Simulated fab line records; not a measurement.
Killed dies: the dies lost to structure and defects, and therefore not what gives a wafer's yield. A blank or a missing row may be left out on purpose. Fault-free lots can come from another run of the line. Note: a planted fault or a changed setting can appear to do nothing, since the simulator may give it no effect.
Which of the tools did it? ; flow n5 finfet ; 36 wafers sampled from 12 lots at 1 step of a route of 1938

## WHAT EACH GAUGE READ, for each wafer
N5_ZERO_LAYER_INSPECT_20: inspects for defects (darkfield).
lot;measured;on;raw defect count
L075;day 1 19:42;defect inspect-02;59 74 71
L077;day 2 07:23;defect inspect-01;21 37 46
L079;day 2 19:23;defect inspect-02;45 44 82
L081;day 3 07:16;defect inspect-02;60 92 48
L083;day 3 20:23;defect inspect-02;29 39 24
L085;day 4 07:16;defect inspect-01;13 12 21
L087;day 4 19:59;defect inspect-02;26 33 34
L089;day 5 07:16;defect inspect-01;7 22 31
L091;day 5 19:24;defect inspect-01;27 17 21
L093;day 6 07:29;defect inspect-02;65 52 40
L095;day 6 19:28;defect inspect-02;42 25 41
L097;day 7 07:23;defect inspect-01;55 28 25

## WHAT TOOL EACH LOT RAN ON (gives the tool, then ch and the chambers of the sampled wafers, and finally the start)
The record shows no process step preceding these readings.

## THE ANSWER, worked out from the rows above alone
Rule: what is usual is taken from the lots themselves. The widest of any qualifying gaps counts: lots, ordered by their means at a reading, are off when they make up no more than a third of the lots, leave a main group of 4 or more, and stand apart from it by 3 or more times the standard deviation of that group's means. If all means in a main group match to the digits the tables above print for the reading, that group is not used. A lot without any number at a reading at which 4 lots or more have one is off too. The other lots that the step has rows for count as sound.
No lot is off on any of the readings shown, so nothing can be concluded from this.

## WHAT WAS PUT IN BY THE SIMULATOR
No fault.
